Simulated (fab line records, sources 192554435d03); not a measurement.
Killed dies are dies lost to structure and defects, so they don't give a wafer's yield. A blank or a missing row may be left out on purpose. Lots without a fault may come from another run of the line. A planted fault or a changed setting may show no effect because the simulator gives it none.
A struck lot beside a sound one | flow n5_finfet | 15 steps out of a route of 1938
Sound: wafers L895.1, L895.3, L895.4. Struck: wafers L885.1, L885.3, L885.6. The cause comes at the end.
At each step with rows: each side's tool, then ch and its chambers, then its first start. Under that, the readings that differ: sound wafers | struck wafers | difference of the means | sigmas: that difference in standard deviations of wafers without a fault.
alike: readings whose means differ by less than 2 such deviations, and words and numbers that are the same on both sides. not compared: withheld readings, readings that some wafer has no value for, bounds like >300 that may hide the same value, and numbers for which the record gives no deviation and whose values overlap.
The two part at a step that has a row with sigmas, a row that says differs or no value, or rows on one side only. Numbers that don't overlap but have no deviation are shown without sigmas and don't part them. A reading that every wafer of one side lacks parts them only if that side has two wafers or more.

first, 9 steps without rows for these wafers: N5_BEOL_M2_COAT_76 (time 60 s, resist thk 5 nm); N5_BEOL_M2_COAT_22 (resist thk 30 nm); N5_BEOL_M2_EBR_24; N5_BEOL_M2_SOFTBAKE_23 (time 60 s); N5_BEOL_M2_EXPOSE_25 (exposes mask V1, defocus 5 nm); N5_BEOL_M2_PEB_26 (peb time 60 s); N5_BEOL_M2_DEVELOP_27 (develop time 30 s); N5_BEOL_M2_DESCUM_33 (chemistry O2, time 7 s); N5_BEOL_M2_ETCH_77 (etches underlayer in N2/H2, target depth 6.5 nm, time 5.2 s).
N5_BEOL_M2_ETCH_69: etches SiARC in CF4, target depth 15.6 nm, time 26 s.
  sound on rie_diel-05 ch 1,2,3, day 12 09:36; struck on rie_diel-03 ch 1,2,3, day 9 23:46
  no value came back on the struck wafers for any of 8 readings (bias_w (W), cf4_flow_sccm (sccm) and others); on the sound wafers bias_w (W) reads 36.06 36.08 35.87
  reading                                      | sound      | struck         | difference | sigmas
  model.CAR-EUV_of_BEOL_M2_COAT_22.thk_nm (nm) | 11.2 11 11 | 20.4 20.4 20.2 | +9.3       |
  not compared: rf_hours_counter_h
then, 1 step without rows for these wafers: N5_BEOL_M2_ALD_98 (deposits SiO2, target thk 2.5 nm, pulse time 1 s, co reactant pulse time 1 s).
N5_BEOL_M2_ETCHBACK_99: etches SiO2 in CHF3, target depth 5 nm, time 10.4 s.
  sound on rie_diel-01 ch 1,2,3, day 12 10:11; struck on rie_diel-05 ch 0,2, day 10 03:34
  reading                                      | sound          | struck         | difference | sigmas
  oes_product_au (a.u.)                        | 0.77 0.79 0.69 | 0.26 0.27 0.26 | -0.49      | -6
  model.CAR-EUV_of_BEOL_M2_COAT_22.thk_nm (nm) | 10.4 10.4 10.4 | 19.6 19.8 19.6 | +9.3       |
  alike: drypump_motor_current_A, rf_vpp_V, showerhead_plenum_p_Torr, throttle_valve_pct
  not compared: rf_hours_counter_h
N5_BEOL_M2_ETCH_70: etches SOC in N2/H2, target depth 80 nm, overetch 24 nm, time 130 s.
  sound on rie_diel-01 ch 1,2,3, day 12 10:13; struck on rie_diel-05 ch 0,2, day 10 03:36
  reading               | sound          | struck         | difference | sigmas
  oes_product_au (a.u.) | 0.57 0.58 0.52 | 0.27 0.27 0.26 | -0.29      | -5
  alike: bias_w, chamber_pressure_mTorr, drypump_motor_current_A, rf_vpp_V, showerhead_plenum_p_Torr, throttle_valve_pct
  not compared: rf_hours_counter_h
N5_BEOL_M4_RC_MEAS_101:
  the record has rows for the sound wafers here (prober-01 ch 0, day 13 14:38) and none for the struck ones
-- the record jumps here: 6 days lie between the struck wafers' starts before and after (it left off in module BEOL_M4 and takes up again in module PASSIVATION, whose first step shown is number 1936 of the route) --
N5_PASSIVATION_PROBE_49:
  the record has rows for the struck wafers here (prober-01, day 16 01:38) and none for the sound ones

WHERE THEY PART
First at N5_BEOL_M2_ETCH_69; last, within this record, at N5_PASSIVATION_PROBE_49.

WHY: what the simulator had put in
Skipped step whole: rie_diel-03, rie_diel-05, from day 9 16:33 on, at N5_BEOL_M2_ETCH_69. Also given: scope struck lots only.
